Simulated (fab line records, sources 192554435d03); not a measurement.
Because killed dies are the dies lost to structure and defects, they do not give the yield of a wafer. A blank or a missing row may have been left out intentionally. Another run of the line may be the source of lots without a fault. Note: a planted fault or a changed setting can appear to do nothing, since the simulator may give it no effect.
Comparing a struck lot with a sound one | flow n5-finfet | 17 out of 1938 route steps
Sound: the wafers L131.1, L131.2, L131.5. Struck: wafer L137.3 (L137.5, L137.6, from the same lot, were not struck and are left out); the cause is given at the end.
Order at every step that has rows: each side's tool, ch and its chambers, its first start. Under that, the readings that differ: sound wafers | struck wafers | difference of the means | sigmas: that difference in standard deviations of wafers without a fault.
alike: a reading whose means differ by less than 2 such deviations, as well as words and numbers matching on both sides. not compared: withheld readings; readings where some wafer has no value; bounds like >300 that might hide an equal value; numbers whose values overlap and for which the record gives no deviation.
A row with sigmas, a row that says differs or no value, or rows on one side alone: a step with any of these is where the two part. Numbers that have no deviation but don't overlap get no sigmas and don't part them. A reading that every wafer of one side lacks parts them only if that side has two wafers or more.

N5_BEOL_M0_CUTY_CD_MEAS_57 targets a cd of 200 nm.
  sound on cd-sem-02 ch 0, day 5 21:22; struck on cd-sem-03 ch 0, day 7 14:53
  alike: cd-nm
N5_BEOL_M0_CUTY_OVL_MEAS_58:
  sound on overlay-02 ch 0, day 5 21:23; struck on overlay-01 ch 0, day 7 14:55
  alike: M0_ABLK_OVL
N5_BEOL_M0_CUTY_INSPECT_59: inspects for defects (macro).
  sound: defect-inspect-02 at day 5 21:25; struck: defect-inspect-02 at day 7 14:56
  alike: raw-defect-count
then, 1 step without rows for these wafers: N5_BEOL_M0_CUTY_DESCUM_61 (chemistry O2, time 7.9 s).
N5_BEOL_M0_CUTY_ETCH_62: etches SiARC in CF4, time 58.5 s.
  sound on rie-diel-03 ch 0,2,3, day 5 21:29; struck on rie-diel-04 ch 0, day 7 15:03
  alike: cf4-flow-sccm, drypump-motor-current-A, etch-rf-on-time-s, oes-product-au, rf-vpp-V, showerhead-plenum-p-Torr, throttle-valve-pct
  not compared: rf-hours-counter-h
N5_BEOL_M0_CUTY_ETCH_63: etches SOC in N2/H2, target depth 82.7 nm, overetch 16.5 nm, time 124 s.
  sound on rie-diel-03 ch 0,2,3, day 5 21:32; struck on rie-diel-04 ch 0, day 7 15:06
  reading                         | sound          | struck | difference | sigmas
  showerhead-plenum-p-Torr (Torr) | 2.42 2.57 2.40 | 2.65   | +0.19      | +2
  alike: drypump-motor-current-A, oes-product-au, rf-vpp-V, throttle-valve-pct
  not compared: rf-hours-counter-h
then, 2 steps without rows for these wafers: N5_BEOL_M0_CUTY_STRIP_64 (strips in N2/H2); N5_BEOL_M0_ETCH_138 (etches SiCN in CH3F/O2, target depth 12 nm, time 31.6 s).
N5_BEOL_M0_HM_OPEN_105: chemistry Cl2/BCl3, target TiN, target depth 12 nm.
  sound on rie-metal-01 ch 0,1, day 5 23:38; struck on rie-metal-01 ch 1, day 7 15:22
  alike: drypump-motor-current-A, he-backside-leak-sccm, oes-product-au, throttle-valve-pct
  not compared: rf-hours-counter-h
N5_BEOL_M0_STRIP_140: strips in CF4.
  sound on rie-diel-02 ch 0,1,2, day 5 23:49; struck on rie-diel-03 ch 0, day 7 15:29
  alike: cf4-flow-sccm, drypump-motor-current-A, oes-product-au, rf-vpp-V, showerhead-plenum-p-Torr, throttle-valve-pct
  not compared: rf-hours-counter-h
N5_BEOL_M0_STRIP_104: strips in N2/H2.
  sound on rie-diel-02 ch 0,1,2, day 5 23:50; struck on rie-diel-03 ch 0, day 7 15:31
  alike: drypump-motor-current-A, oes-product-au, rf-vpp-V, showerhead-plenum-p-Torr, throttle-valve-pct
  not compared: rf-hours-counter-h
then, 1 step without rows for these wafers: N5_BEOL_M0_WET_ETCH_106 (etches SiO2 in DHF, target depth 130 nm, rinse time 30 s).
N5_BEOL_M0_ETCH_128: etches SiCN in CF4/N2, target depth 12 nm, overetch 5.1 nm, time 21.4 s.
  sound on rie-diel-02 ch 0,1,3, day 6 00:29; struck on rie-diel-03 ch 0, day 7 15:39
  reading                                         | sound       | struck | difference | sigmas
  drypump-motor-current-A (A)                     | 5.5 5.7 6.4 | 5.0    | -0.9       | -2
  model.TiN_of_BEOL_M0_SAQP_HM_DEP_02.thk-nm (nm) | 11.2 11 11  | 10.8   | -0.3       |
  alike: cf4-flow-sccm, oes-product-au, rf-vpp-V, showerhead-plenum-p-Torr, throttle-valve-pct
  not compared: rf-hours-counter-h
N5_BEOL_M0_TRENCH_ETCH_107: etches SiOC in C4F6/O2, target depth 32.8 nm, time 16.4 s.
  sound on rie-diel-02 ch 0,1,3, day 6 00:31; struck on rie-diel-03 ch 0, day 7 15:42
  alike: drypump-motor-current-A, oes-product-au, rf-vpp-V, showerhead-plenum-p-Torr, throttle-valve-pct
  not compared: rf-hours-counter-h, model.TiN_of_BEOL_M0_SAQP_HM_DEP_02.thk-nm
then, 1 step without rows for these wafers: N5_BEOL_M0_STRIP_142 (strips in N2/H2, time 10 s).
-- here the record skips 4 days between the struck wafers' starts before and after, leaving off in module BEOL_M0 and picking up in module BEOL_M4 (first step shown: number 1111 of the route) --
N5_BEOL_M4_RC_MEAS_101:
  sound on prober-01 ch 0, day 8 18:06; struck on prober-02 ch 0, day 11 07:48
  reading        | sound          | struck | difference | sigmas
  DIBL_N (mV/V)  | 34.2 35.8 35.7 | 41.4   | +6.2       | +3
  DIBL_P (mV/V)  | 33.0 34.4 33.2 | 42.8   | +9.3       | +4
  IOFF_N (nA/um) | 0.12 0.12 0.12 | 0.30   | +0.18      | +3
  IOFF_P (nA/um) | 0.17 0.18 0.16 | 0.32   | +0.15      | +3
  ION_N (uA/um)  | 667 659 634    | 691    | +38        | +2
  SS_P (mV/dec)  | 72.6 73.1 71.6 | 74.5   | +2.1       | +2
  VT_N (mV)      | 252 254 255    | 243    | -11        | -3
  VT_P (mV)      | -253 -254 -254 | -245   | +9         | +2
  alike: ION_P, SS_N
N5_PASSIVATION_PROBE_49:
  the record has rows for the sound wafers here (prober-01, day 13 04:06) and none for the struck ones

## WHERE THEY PART
Earliest at N5_BEOL_M0_CUTY_ETCH_63; latest, in this record, at N5_PASSIVATION_PROBE_49.

WHY: what had been put in by the simulator
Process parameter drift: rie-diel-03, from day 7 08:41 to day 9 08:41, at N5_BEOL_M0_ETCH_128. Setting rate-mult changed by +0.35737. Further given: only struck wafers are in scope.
